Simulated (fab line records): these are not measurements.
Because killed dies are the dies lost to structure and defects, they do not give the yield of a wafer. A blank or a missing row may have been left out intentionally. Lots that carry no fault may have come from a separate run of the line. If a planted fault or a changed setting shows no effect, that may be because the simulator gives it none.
Matching of chambers | flow n5_finfet | N5_BEOL_M2_ALD_84 on ald_metal-01: 4 sister chambers
The step deposits TaN, pulse time 2 s, purge time 3 s, co reactant purge time 2 s. 16 wafers are shown with their chamber, then 8 later ones without.

WAFERS WITH THEIR CHAMBER
wafer  | chamber | heater_power_w (W) | mfc_carrier_sccm (sccm)
L074.1 | 0       | 459                | 1508
L074.3 | 2       | 360                | 1500
L074.6 | 3       | 345                | 1493
L078.1 | 2       | 360                | 1508
L078.2 | 1       | 443                | 1502
L078.5 | 0       | 454                | 1487
L085.1 | 1       | 436                | 1501
L085.2 | 0       | 446                | 1497
L085.3 | 2       | 358                | 1500
L088.2 | 1       | 443                | 1507
L088.3 | 2       | 357                | 1495
L088.5 | 1       | 443                | 1506
L089.2 | 2       | 353                | 1500
L089.5 | 0       | 463                | 1499
L089.6 | 3       | 354                | 1502
L091.1 | 3       | 347                | 1502

SIGNATURES (averages over the wafers above)
reading          | chamber 0 | chamber 1 | chamber 2 | chamber 3 | scatter within a chamber
heater_power_w   | 455.50    | 441.25    | 357.60    | 348.67    | 4.79
mfc_carrier_sccm | 1497.75   | 1504.00   | 1500.60   | 1499.00   | 5.7
Rule: for a wafer and a chamber, the distance is found by dividing, reading by reading, the gap between the wafer's reading and the chamber's mean by the reading's scatter, squaring, summing and taking the root. If the next closest chamber is less than 2 further off than the closest, the wafer can't be placed; otherwise it belongs to the closest. The scatter: take each reading less its chamber's mean, square it, sum over the shown wafers, divide by the number of wafers less the number of chambers, and take the root.

WAFERS WHOSE CHAMBER IS MISSING
wafer  | heater_power_w (W) | mfc_carrier_sccm (sccm)
L091.2 | 438                | 1502
L091.6 | 432                | 1496
L093.2 | 447                | 1501
L093.5 | 453                | 1501
L093.6 | 439                | 1501
L096.1 | 448                | 1495
L096.2 | 355                | 1498
L096.5 | 353                | 1495

WHICH CHAMBER EACH WENT THROUGH
wafer  | from the rows above     | in truth
L091.2 | 1                       | 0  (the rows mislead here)
L091.6 | 1                       | 1
L093.2 | can't be placed: 1 or 0 | 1
L093.5 | can't be placed: 0 or 1 | 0
L093.6 | 1                       | 1
L096.1 | can't be placed: 0 or 1 | 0
L096.2 | can't be placed: 2 or 3 | 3
L096.5 | can't be placed: 3 or 2 | 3
2 of 8 placed correctly. From these rows, 5 cannot be placed; in 5 the true chamber is one of the candidates. Placed wrongly: 1.
